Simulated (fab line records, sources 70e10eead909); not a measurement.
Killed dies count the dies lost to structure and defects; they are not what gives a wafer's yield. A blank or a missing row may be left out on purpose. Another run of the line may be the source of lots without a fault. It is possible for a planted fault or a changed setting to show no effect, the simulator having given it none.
Matching of chambers | flow nand-harc | NHARC_A_CHANNEL_FILL_D1_ALD_02 on ald-hk-02: 4 sister chambers
The step deposits SiO2, target thk 6 nm, pulse time 10 s, ald cycles 60. 4 wafers are shown with their chamber, then 7 later ones without.

== WAFERS, EACH WITH ITS CHAMBER ==
wafer  | chamber | heater-power-w (W)
L476.1 | 1       | 492
L476.2 | 2       | 449
L482.2 | 0       | 408
L482.4 | 3       | 475

== WAFERS WITHOUT THEIR CHAMBER ==
wafer  | heater-power-w (W)
L482.5 | 465
L485.1 | 487
L485.3 | 415
L485.6 | 429
L486.1 | 402
L486.2 | 418
L486.3 | 511

== EACH ONE'S CHAMBER ==
wafer  | from the rows above          | in truth
L482.5 | can't be placed: 3 or 2 or 1 | 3
L485.1 | can't be placed: 1 or 3      | 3
L485.3 | 0                            | 0
L485.6 | can't be placed: 2 or 0      | 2
L486.1 | 0                            | 0
L486.2 | can't be placed: 0 or 2      | 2
L486.3 | can't be placed: 1 or 3      | 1
Correct placement for 2 of the 7. Unplaceable from these rows: 5, with the true chamber sitting among the candidates in 5. Wrongly placed: 0.
How it was worked out, from the rows above alone: a wafer's distance from a chamber is the root of the sum, over the readings, of the square of ((its reading less the chamber's mean) divided by the reading's scatter). The wafer belongs to the nearest chamber; if the next one is less than 2 further off, it can't be placed. A chamber's mean is the mean of its shown wafers. The scatter: root of mean squared gap, hidden wafer to nearest shown wafer, with one shown wafer a chamber.
